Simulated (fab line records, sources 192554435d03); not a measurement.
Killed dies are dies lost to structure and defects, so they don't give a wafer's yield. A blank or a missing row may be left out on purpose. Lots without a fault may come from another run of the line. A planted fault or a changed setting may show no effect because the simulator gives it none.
Problem report in the 8D (eight disciplines) form, filled by code | flow n5_finfet | the parts of the form that need people (team, actions taken, sign-off) are left out

1. THE PROBLEM
bias_w at N5_BEOL_M0_SAQP_ETCH_107 reads a mean of 87.96 W on 1 wafer of 1 lot; wafers without a fault read 73.04 W with a standard deviation of 0.23. That is +65 standard deviations from the usual mean.
The step: etches SiNx in CH3F/O2, target depth 30 nm.
First seen on wafer L236.4, day 10 16:19, on rie_diel-04. The record holds 27 wafers of 9 lots with a number at this step. Rule for "out", or "out of limits": more than 4 standard deviations from the usual mean. The other wafers with a number count as sound.

2. WHAT IT IS AND WHAT IT IS NOT
question                    | is                | is not
which readings at this step | bias_w, rf_vpp_V  | drypump_motor_current_A, oes_product_au, showerhead_plenum_p_Torr, throttle_valve_pct
which lots                  | L236              | L216, L217, L218, L219, L225, L226, L230, L239
which wafers of those lots  | L236.4            | L236.1, L236.5
read on which tools         | rie_diel-04       | rie_diel-05, rie_diel-06
when                        | from day 10 16:19 | up to then (23 sound wafers); but 3 sound wafers of L239 came after

3. SUSPECTS, AND WHAT RULES EACH OUT
Counting: a tool at a process step up to the reading stays a suspect if it ran every lot that is out. Sound lots after the first of them don't rule it out here, since some wafers of a struck lot are sound.
- ald_sin-02 at N5_BEOL_M0_SAQP_SPACER1_ALD_98 (deposits SiO2, target thk 12.8 nm, pulse time 1 s, purge time 2 s): kept. It ran the lot that is out, L236 (day 10 14:35); its last sound lot up to then is L226 (day 8 11:31).
- rie_si-02 at N5_BEOL_M0_SAQP_ETCH_102 (etches SiO2 in CF4, target depth 4 nm, time 4.4 s): kept. It ran the lot that is out, L236 (day 10 15:34); its last sound lot up to then is L219 (day 6 04:33).
- vapor_etch-01 at N5_BEOL_M0_SAQP_RECESS_104 (chemistry HF/NH3, target SiO2, target depth 18 nm, afs cycles 3, sublimation time 60 s): kept. It ran the lot that is out, L236 (day 10 15:41); its last sound lot up to then is L225 (day 7 19:17).
- rie_diel-04 at N5_BEOL_M0_SAQP_ETCH_107 (etches SiNx in CH3F/O2, target depth 30 nm): kept. It ran the lot that is out, L236 (day 10 16:19); its last sound lot up to then is L226 (day 8 12:58). Its own readings are out on those wafers: bias_w, rf_vpp_V.
- Within ald_sin-02 at N5_BEOL_M0_SAQP_SPACER1_ALD_98: the wafers that are out ran in chamber 0; their sound lot-mates ran in chambers 1, 2.
- Within rie_si-02 at N5_BEOL_M0_SAQP_ETCH_102: the wafers that are out ran in chamber 0; their sound lot-mates ran in chamber 1.
- Within rie_diel-04 at N5_BEOL_M0_SAQP_ETCH_107: the wafers that are out ran in chamber 0; their sound lot-mates ran in chambers 2, 3.
Left after counting: ald_sin-02 at N5_BEOL_M0_SAQP_SPACER1_ALD_98, rie_si-02 at N5_BEOL_M0_SAQP_ETCH_102, vapor_etch-01 at N5_BEOL_M0_SAQP_RECESS_104, rie_diel-04 at N5_BEOL_M0_SAQP_ETCH_107.

4. THE CAUSE (what the simulator had put in)
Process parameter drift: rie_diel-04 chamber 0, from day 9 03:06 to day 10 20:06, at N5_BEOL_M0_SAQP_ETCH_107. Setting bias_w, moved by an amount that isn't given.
Counting left 4 suspects, and this tool is among them.

5. THE CHAIN OF EFFECTS, in route order
Each row: a reading whose mean over the struck wafers that have a number lies more than 3 standard deviations from the usual. Only readings for which the record gives a usual standard deviation are gone through. hours: the time from each lot's start at the first step in this table that gives one to its start at this step, as a median over the lots. sigmas: the change in usual standard deviations.
hours | step                     | reading  | usual   | on struck wafers | change | sigmas
0     | N5_BEOL_M0_SAQP_ETCH_107 | bias_w   | 73.04 W | 87.96            | +14.92 | +65
0     | N5_BEOL_M0_SAQP_ETCH_107 | rf_vpp_V | 299 V   | 347              | +48    | +13
The process steps in it:
- N5_BEOL_M0_SAQP_ETCH_107: etches SiNx in CH3F/O2, target depth 30 nm.
Later measuring or inspecting steps at which every struck wafer that the step has a row for has a number for every such reading, and none has moved that far: N5_BEOL_M4_RC_MEAS_101.

6. WHAT WOULD HAVE CAUGHT IT SOONER
In this record the first reading out of limits was taken at day 10 16:19, 37 hours after the fault began at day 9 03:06.
